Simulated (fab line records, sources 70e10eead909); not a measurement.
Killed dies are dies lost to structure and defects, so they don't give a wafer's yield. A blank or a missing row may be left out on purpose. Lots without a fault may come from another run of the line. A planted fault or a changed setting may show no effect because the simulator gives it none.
Chamber matching | flow nand_harc | NHARC_P_GATE_ALD_36 on ald_sin-03: 4 sister chambers
The step deposits SiNx, target thk 20 nm, pulse time 60 s, ald cycles 223. 7 wafers are shown with their chamber, then 7 later ones without.

WAFERS WITH THEIR CHAMBER
wafer  | chamber | heater_power_w (W) | precursor_pulse_height_rel
L613.6 | 2       | 776                | 0.985
L618.4 | 1       | 863                | 0.988
L620.3 | 0       | 916                | 0.983
L620.2 | 3       | 752                | 1.002
L620.6 | 1       | 876                | 0.970
L622.4 | 3       | 765                | 1.003
L622.2 | 0       | 914                | 0.959

WAFERS WITHOUT THEIR CHAMBER
wafer  | heater_power_w (W) | precursor_pulse_height_rel
L622.6 | 965                | 1.018
L626.1 | 867                | 1.021
L626.3 | 948                | 0.982
L626.6 | 886                | 0.986
L634.2 | 906                | 0.967
L634.4 | 904                | 0.996
L634.1 | 777                | 1.003

WHICH CHAMBER EACH WENT THROUGH
wafer  | from the rows above     | in truth
L622.6 | 0                       | 0
L626.1 | 1                       | 1
L626.3 | 0                       | 0
L626.6 | can't be placed: 1 or 0 | 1
L634.2 | 0                       | 0
L634.4 | 0                       | 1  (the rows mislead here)
L634.1 | can't be placed: 2 or 3 | 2
Placed correctly: 4 of 7. Can't be placed from these rows: 2 (the true chamber is among the candidates in 2). Placed wrongly: 1.
How it was worked out, from the rows above alone: a wafer's distance from a chamber is the root of the sum, over the readings, of the square of ((its reading less the chamber's mean) divided by the reading's scatter). The wafer belongs to the nearest chamber; if the next one is less than 2 further off, it can't be placed. A chamber's mean is the mean of its shown wafers. The scatter: the root of (the sum of the squares of (reading less its chamber's mean) over the shown wafers, divided by (wafers less chambers)).
